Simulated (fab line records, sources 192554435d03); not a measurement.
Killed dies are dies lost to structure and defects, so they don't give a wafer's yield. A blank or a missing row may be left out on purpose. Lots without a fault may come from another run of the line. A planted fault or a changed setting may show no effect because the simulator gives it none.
Chamber matching | flow n5_finfet | N5_FIN_SAQP_SPACER2_ALD_28 on ald_sin-04: 4 sister chambers
The step deposits SiO2, target thk 8.1 nm, pulse time 1 s, purge time 2 s. 4 wafers are shown with their chamber, then 10 later ones without.

WAFERS WITH THEIR CHAMBER
wafer  | chamber | heater_power_w (W)
L083.5 | 3       | 452
L088.1 | 2       | 555
L090.2 | 0       | 507
L090.3 | 1       | 464

WAFERS WITHOUT THEIR CHAMBER
wafer  | heater_power_w (W)
L090.4 | 449
L094.1 | 467
L094.5 | 462
L094.6 | 503
L096.1 | 450
L096.3 | 499
L096.5 | 479
L097.1 | 433
L097.2 | 508
L097.3 | 474

WHICH CHAMBER EACH WENT THROUGH
wafer  | from the rows above          | in truth
L090.4 | can't be placed: 3 or 1      | 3
L094.1 | can't be placed: 1 or 3      | 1
L094.5 | can't be placed: 1 or 3      | 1
L094.6 | 0                            | 0
L096.1 | can't be placed: 3 or 1      | 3
L096.3 | 0                            | 0
L096.5 | can't be placed: 1 or 3 or 0 | 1
L097.1 | can't be placed: 3 or 1      | 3
L097.2 | 0                            | 0
L097.3 | can't be placed: 1 or 3      | 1
Placed correctly: 3 of 10. Can't be placed from these rows: 7 (the true chamber is among the candidates in 7). Placed wrongly: 0.
How it was worked out, from the rows above alone: a wafer's distance from a chamber is the root of the sum, over the readings, of the square of ((its reading less the chamber's mean) divided by the reading's scatter). The wafer belongs to the nearest chamber; if the next one is less than 2 further off, it can't be placed. A chamber's mean is the mean of its shown wafers. The scatter: with one shown wafer a chamber, the root of the mean of the squares of how far each hidden wafer lies from its nearest shown one.
